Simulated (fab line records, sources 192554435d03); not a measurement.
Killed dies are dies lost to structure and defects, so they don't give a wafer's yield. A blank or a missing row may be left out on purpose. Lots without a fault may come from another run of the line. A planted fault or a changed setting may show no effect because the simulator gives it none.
fab line records | flow n5_finfet
record lots=7 wafers=39
route steps=1938 shown DUMMY_GATE@228 SPACER0@260 SD_EPI_N@262 MOL_CONTACT_COAG@588
start_h: hours from the record's first day to the start of the lot's first wafer shown | wait_h: hours since the lot's step before | " the same as in the row above | L1.1+2: a row that stands for several wafers | - no value, or no start given | * or withheld: withheld | < > ~ a bound
route shown NAME@n: a module of which the file shows steps, and the number in the route of the first | usual: mean/standard deviation of fault-free wafers | same: alike in all rows | chamber/n: place in a boat | sites: the reading at each site | _std_site: their standard deviation | _edge_site: outer sites' mean less inner sites' | radius_mm: how far each site lies from the wafer's centre | mask NAME#n: copy n | behind: the tool/chamber that last shaped the wafer | hold: why the lot was held/for how many hours/how that ended | device: the transistor (n, p or np) that didn't switch | end of line: the same wafers' tests at the end of the route | a step without rows: its recipe alone | killed: dies lost to structure and defects at the first sort, not the wafer's yield | map: a wafer's dies, x killed, . not, _ none there
set.NAME: the setting as run; set.NAME@STEP: as run at that earlier step | model.NAME: the simulator's own value behind a step, which no gauge read
lots whose settings were changed on purpose; a table a step, a row a wafer
## steps
# step N5_DUMMY_GATE_EXPOSE_12
# recipe mask_id=GATE na=0.33 source_shape=annular sigma_inner=0.2 sigma_outer=0.6 polarization=unpolarized target_cd_nm=25 dose_mj=34
# columns lot.wafer tool chamber start_h wait_h mask set.dose_mj
L079.1+5+6 euv_scanner-01 0 77.65 - GATE#0 34
L083.1+4+6 euv_scanner-01 0 102.49 - GATE#0 33.06
L083.2+3+5 " 0 " " GATE#0 34
L085.1+3+5 euv_scanner-01 0 114.94 - GATE#0 35.94
L085.2+4+6 " 0 " " GATE#0 34
L088.1+4+5 euv_scanner-02 0 130.45 - GATE#0 34
L088.2+3+6 " 0 " " GATE#0 31.32
L089.1+2+3+4+5+6 euv_scanner-01 0 136.52 - GATE#0 34
L093.1+2+3 euv_scanner-01 0 161.32 - GATE#0 36.38
L093.4+5+6 " 0 " " GATE#0 34
L096.1+2+3+4+5+6 euv_scanner-01 0 176.86 - GATE#0 34
# step N5_DUMMY_GATE_PEB_13
# recipe peb_temp_c=100 peb_time_s=60 resist=CAR-EUV
# step N5_DUMMY_GATE_DEVELOP_14
# recipe develop_time_s=30 developer=TMAH resist=CAR-EUV rinse_liquid=surfactant_rinse dry=air_spin dev_temp_c=23
# step N5_DUMMY_GATE_CD_MEAS_15
# recipe target_cd_nm=25.8 landing_energy_ev=500 detector=se_inlens
# usual cd_nm=24.97/0.23
# columns lot.wafer tool chamber start_h wait_h set.dose_mj@DUMMY_GATE_EXPOSE_12 cd_nm
L079.1 cd_sem-01 0 77.78 - 34 24.93
L079.5 " 0 " " 34 24.84
L079.6 " 0 " " 34 25.15
L083.1 cd_sem-03 0 102.62 - 33.06 25.49
L083.2 " 0 " " 34 25.28
L083.3 " 0 " " 34 25.01
L083.4 " 0 " " 33.06 25.59
L083.5 " 0 " " 34 24.91
L083.6 " 0 " " 33.06 25.74
L085.1 cd_sem-01 0 115.07 - 35.94 24.22
L085.2 " 0 " " 34 25.05
L085.3 " 0 " " 35.94 24.19
L085.4 " 0 " " 34 24.82
L085.5 " 0 " " 35.94 24.11
L085.6 " 0 " " 34 25.02
L088.1 cd_sem-03 0 130.58 - 34 24.86
L088.2 " 0 " " 31.32 26.44
L088.3 " 0 " " 31.32 26.47
L088.4 " 0 " " 34 24.80
L088.5 " 0 " " 34 25.00
L088.6 " 0 " " 31.32 26.26
L089.1 cd_sem-02 0 136.65 - 34 25.00
L089.2 " 0 " " 34 24.83
L089.3 " 0 " " 34 24.96
L089.4 " 0 " " 34 24.81
L089.5 " 0 " " 34 25.04
L089.6 " 0 " " 34 25.19
L093.1 cd_sem-02 0 161.45 - 36.38 23.47
L093.2 " 0 " " 36.38 23.97
L093.3 " 0 " " 36.38 23.92
L093.4 " 0 " " 34 24.72
L093.5 " 0 " " 34 25.54
L093.6 " 0 " " 34 25.05
L096.1 cd_sem-02 0 176.99 - 34 25.03
L096.2 " 0 " " 34 24.96
L096.3 " 0 " " 34 25.01
L096.4 " 0 " " 34 25.28
L096.5 " 0 " " 34 24.93
L096.6 " 0 " " 34 24.51
# step N5_DUMMY_GATE_ETCH_32
# recipe chemistry=CF4 target=SiO2 target_depth_a=35 time_s=3.9 ion_energy_ev=350 pressure_mtorr=10 icp_w=800 bias_w=400 cf4_flow_sccm=80
# columns lot.wafer tool chamber start_h wait_h set.time_s model.etch.depth_nm
L079.1 rie_si-06 3 78.59 0.1 3.9 3.628
L079.5 " 3 " " 3.9 3.632
L079.6 " 2 " " 3.9 3.316
L083.1 rie_si-06 2 103.42 0.1 3.9 3.36
L083.2 " 1 " " 3.9 3.462
L083.3 " 0 " " 3.9 3.496
L083.4 " 3 " " 2.996 2.777
L083.5 " 0 " " 2.996 2.695
L083.6 " 1 " " 2.996 2.648
L085.1 rie_si-04 0 116.61 0.1 4.65 4.066
L085.2 " 2 " " 4.65 4.057
L085.3 " 3 " " 4.65 4.206
L085.4 " 1 " " 3.9 3.556
L085.5 " 1 " " 3.9 3.575
L085.6 " 0 " " 3.9 3.387
L088.1 rie_si-06 2 131.58 0.1 3.9 3.361
L088.2 " 1 " " 3.9 3.441
L088.3 " 0 " " 3.9 3.523
L088.4 " 3 " " 3.9 3.616
L088.5 " 3 " " 3.9 3.645
L088.6 " 2 " " 3.9 3.362
L089.1 rie_si-01 2 138.05 0.1 3.9 3.468
L089.2 " 3 " " 3.9 3.469
L089.3 " 1 " " 3.9 3.6
L089.4 " 0 " " 3.9 3.486
L089.5 " 0 " " 3.9 3.471
L089.6 " 1 " " 3.9 3.583
L093.1 rie_si-01 0 162.26 0.1 3.096 2.743
L093.2 " 1 " " 3.9 3.591
L093.3 " 2 " " 3.096 2.751
L093.4 " 3 " " 3.096 2.76
L093.5 " 2 " " 3.9 3.517
L093.6 " 3 " " 3.9 3.494
L096.1 rie_si-06 0 177.79 0.1 3.9 3.522
L096.2 " 2 " " 3.9 3.344
L096.3 " 3 " " 3.9 3.599
L096.4 " 1 " " 3.171 2.788
L096.5 " 2 " " 3.171 2.719
L096.6 " 1 " " 3.171 2.778
# step N5_SPACER0_ALD_08
# recipe material=SiNx target_thk_a=20 temp_c=400 ald_precursor_family=SiH2I2 ald_co_reactant=N2/H2-plasma pressure_torr=2
# columns lot.wafer tool chamber start_h wait_h set.target_thk_a model.SiNx_of_SPACER0_ALD_08.thk_nm
L079.1+5+6 ald_sin-01 3,3,0 79.58 0.1 20 2
L083.1+3+4 ald_sin-03 3,0,2 104.58 0.1 23.17 2.4
L083.2+5+6 " 1,1,0 " " 20 2
L085.1+2+5 ald_sin-04 3,2,3 118.59 0.1 20 2
L085.3+4+6 " 1,0,2 " " 22.17 2.2
L088.1+3 ald_sin-01 2,0 132.77 0.1 16.95 1.6
L088.2+5+6 " 1,1,2 " " 20 2
L088.4 " 3 " " 16.95 1.8
L089.1+2+5 ald_sin-03 2,1,2 139.21 0.1 21.4 2.2
L089.3+4+6 " 3,0,1 " " 20 2
L093.1+2+5 ald_sin-04 1,0,1 163.19 0.1 20 2
L093.3+4+6 " 3,3,0 " " 22.04 2.2
L096.1+2+4 ald_sin-01 0,2,1 179.06 0.1 20 2
L096.3+6 " 3 " " 22.9 2.4
L096.5 " 2 " " 22.9 2.2
# step N5_SD_EPI_N_COAT_32
# recipe resist=SOC temp_c=250 time_s=60 spin_rpm=1500 resist_thk_nm=350
# step N5_SD_EPI_N_SD_RECESS_17
# recipe chemistry=HBr/Cl2/O2 target_depth_a=410 mask_material=SOC time_s=23.7 bt_time_s=3 pressure_mtorr=10 icp_w=800 bias_w=112 HBr_flow_sccm=150 Cl2_flow_sccm=80 O2_flow_sccm=12
# step N5_SD_EPI_N_STRIP_38
# recipe chemistry=N2/H2 power_w=1000 temp_c=250 h2_frac=0.65 overash_fraction=0.3 pressure_mtorr=withheld n2_flow_sccm=1750 h2_flow_sccm=3250
# step N5_SD_EPI_N_WET_ETCH_43
# recipe chemistry=dHF dilution=withheld time_s=14 target=SiO2 target_depth_a=15 temp_c=25
# columns lot.wafer tool chamber start_h wait_h set.target_thk_a@SPACER0_ALD_08 model.SiNx_of_SPACER0_ALD_08.thk_nm
L079.1+5+6 wet_bench-01 6,3,4 80.97 - 20 1.6
L083.1+3+4 wet_bench-01 3,6,4 106.23 - 23.17 1.8
L083.2+5+6 " 5,2,7 " " 20 1.6
L085.1+2+5 wet_bench-01 2,0,1 120.08 - 20 1.6
L085.3+4+6 " 3,6,7 " " 22.17 1.8
L088.1+3+4 wet_bench-02 0,2,5 134.29 - 16.95 1.2
L088.2+5+6 " 7,1,6 " " 20 1.6
L089.1+2+5 wet_bench-01 6,2,5 140.59 - 21.4 1.6
L089.3+4+6 " 7,4,3 " " 20 1.6
L093.1 wet_bench-02 1 164.58 - 20 1.4
L093.2+5 " 4,6 " " 20 1.6
L093.3+4+6 " 0,7,5 " " 22.04 1.8
L096.1+2+4 wet_bench-01 5,6,7 180.79 - 20 1.6
L096.3+5+6 " 2,3,4 " " 22.9 1.8
# step N5_SD_EPI_N_STRIP_18
# recipe chemistry=SPM time_s=750 temp_c=130 h2so4_h2o2_vol_ratio=4
# step N5_SD_EPI_N_SRD_20
# recipe dry=ipa_marangoni do_ppb=5 time_s=30 temp_c=23 rinse_liquid=diw
# step N5_SD_EPI_N_PRECLEAN_48
# recipe chemistry=NF3:NH3 afs_cycles=2 temp_c=30 time_s=20 sublimation_temp_c=180 sublimation_time_s=60 pressure_torr=3 rf_power_w=30
# columns lot.wafer tool chamber start_h wait_h set.target_thk_a@SPACER0_ALD_08 model.SiNx_of_SPACER0_ALD_08.thk_nm
L079.1+5 epi_rpcvd-02 0 81.23 0.0 20 1.4
L079.6 " 0 " " 20 1.2
L083.1+3+4 epi_rpcvd-04 0 106.50 0.0 23.17 1.6
L083.2+5 " 0 " " 20 1.4
L083.6 " 0 " " 20 1.2
L085.1+2+5 epi_rpcvd-04 0 120.35 0.0 20 1.4
L085.3+4+6 " 0 " " 22.17 1.6
L088.1+3+4 epi_rpcvd-04 0 134.55 0.0 16.95 1
L088.2+5 " 0 " " 20 1.4
L088.6 " 0 " " 20 1.2
L089.1+2+5 epi_rpcvd-04 0 141.13 0.3 21.4 1.4
L089.3+4+6 " 0 " " 20 1.4
L093.1+2+5 epi_rpcvd-01 0 164.84 0.0 20 1.2
L093.3+4+6 " 0 " " 22.04 1.4
L096.1+2+4 epi_rpcvd-01 0 181.05 0.0 20 1.4
L096.3+5+6 " 0 " " 22.9 1.6
# step N5_MOL_CONTACT_COAG_ETCH_47
# recipe chemistry=CH3F/O2 target=SiNx target_depth_a=270 mask_material=SiO2 stop_on=W over_etch_frac=0.2 ion_energy_ev=120 endpoint=OES-CN pressure_mtorr=30 source_w=395 bias_w=73 Ar_flow_sccm=150 CH3F_flow_sccm=30 O2_flow_sccm=20 ends=end_point
# columns lot.wafer tool chamber start_h wait_h set.over_etch_frac model.etch.over_etch_s
L079.1 rie_diel-06 0 133.29 0.0 0.2 5.214
L079.5 " 3 " " 0.2 5.165
L079.6 " 2 " " 0.2 5.185
L083.1 rie_diel-01 1 154.40 0.0 0.2 5.25
L083.2 " 3 " " 0.2 5.174
L083.3 " 2 " " 0.1859 4.891
L083.4 " 3 " " 0.1859 4.791
L083.5 " 2 " " 0.2 5.246
L083.6 " 1 " " 0.1859 4.858
L085.1 rie_diel-01 3 176.23 0.0 0.2 5.204
L085.2 " 1 " " 0.2 5.226
L085.3 " 2 " " 0.1908 5.014
L085.4 " 0 " " 0.1908 4.84
L085.5 " 0 " " 0.1908 4.808
L085.6 " 3 " " 0.2 5.128
L088.1 rie_diel-06 2 181.18 0.0 0.2 5.152
L088.2 " 0 " " 0.1936 5.157
L088.3 " 3 " " 0.2 5.093
L088.4 " 2 " " 0.1936 5.006
L088.5 " 3 " " 0.1936 5.027
L088.6 " 0 " " 0.2 5.2
L089.1 rie_diel-05 0 195.10 0.0 0.2103 5.752
L089.2 " 3 " " 0.2 5.364
L089.3 " 1 " " 0.2103 5.303
L089.4 " 2 " " 0.2 5.232
L089.5 " 0 " " 0.2 5.479
L089.6 " 3 " " 0.2103 5.613
L093.1 rie_diel-01 0 212.46 0.0 0.2123 5.402
L093.2 " 2 " " 0.2 5.229
L093.3 " 0 " " 0.2123 5.387
L093.4 " 2 " " 0.2 5.246
L093.5 " 2 " " 0.2123 5.546
L093.6 " 0 " " 0.2 5.086
L096.1 rie_diel-06 1 230.41 0.0 0.1847 4.914
L096.2 " 2 " " 0.2 5.36
L096.3 " 3 " " 0.2 5.234
L096.4 " 3 " " 0.1847 4.872
L096.5 " 2 " " 0.1847 4.913
L096.6 " 1 " " 0.2 5.277
## key
split step=N5_DUMMY_GATE_EXPOSE_12 setting=dose_mj stated=34 by=wafer
response step=N5_DUMMY_GATE_CD_MEAS_15 reading=cd_nm change=-0.179 per=1% r=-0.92
split step=N5_DUMMY_GATE_ETCH_32 setting=time_s stated=3.9 by=wafer
response step=N5_DUMMY_GATE_ETCH_32 reading=model.etch.depth_nm change=+0.0347 per=1% r=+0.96
split step=N5_SPACER0_ALD_08 setting=target_thk_a stated=20 by=wafer
response step=N5_SPACER0_ALD_08 reading=model.SiNx_of_SPACER0_ALD_08.thk_nm change=+0.0227 per=1% r=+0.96
response step=N5_SD_EPI_N_WET_ETCH_43 reading=model.SiNx_of_SPACER0_ALD_08.thk_nm change=+0.0177 per=1% r=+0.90
response step=N5_SD_EPI_N_PRECLEAN_48 reading=model.SiNx_of_SPACER0_ALD_08.thk_nm change=+0.017 per=1% r=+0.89
split step=N5_MOL_CONTACT_COAG_ETCH_47 setting=over_etch_frac stated=0.2 by=wafer
response step=N5_MOL_CONTACT_COAG_ETCH_47 reading=model.etch.over_etch_s change=+0.0485 per=1% r=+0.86
